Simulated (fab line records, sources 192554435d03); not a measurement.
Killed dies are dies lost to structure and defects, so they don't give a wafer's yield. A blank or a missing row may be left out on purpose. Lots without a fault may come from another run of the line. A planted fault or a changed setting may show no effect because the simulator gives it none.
Chamber matching | flow n5_finfet | N5_BEOL_M0_SAQP_SPACER2_ETCHBACK_27 on rie_diel-06: 4 sister chambers
The step etches SiO2 in CHF3/O2, target depth 22.5 nm, time 11.25 s. 4 wafers are shown with their chamber, then 8 later ones without.

WAFERS WITH THEIR CHAMBER
wafer  | chamber | rf_vpp_V (V)
L083.4 | 1       | 533
L090.4 | 3       | 506
L090.5 | 2       | 527
L092.3 | 0       | 529

WAFERS WITHOUT THEIR CHAMBER
wafer  | rf_vpp_V (V)
L092.4 | 505
L092.5 | 529
L094.1 | 528
L094.5 | 528
L094.6 | 506
L096.1 | 505
L096.3 | 529
L096.6 | 534

WHICH CHAMBER EACH WENT THROUGH
wafer  | from the rows above     | in truth
L092.4 | 3                       | 3
L092.5 | 0                       | 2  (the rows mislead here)
L094.1 | can't be placed: 0 or 2 | 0
L094.5 | can't be placed: 0 or 2 | 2
L094.6 | 3                       | 3
L096.1 | 3                       | 3
L096.3 | 0                       | 0
L096.6 | 1                       | 1
Placed correctly: 5 of 8. Can't be placed from these rows: 2 (the true chamber is among the candidates in 2). Placed wrongly: 1.
How it was worked out, from the rows above alone: a wafer's distance from a chamber is the root of the sum, over the readings, of the square of ((its reading less the chamber's mean) divided by the reading's scatter). The wafer belongs to the nearest chamber; if the next one is less than 2 further off, it can't be placed. A chamber's mean is the mean of its shown wafers. The scatter: with one shown wafer a chamber, the root of the mean of the squares of how far each hidden wafer lies from its nearest shown one.
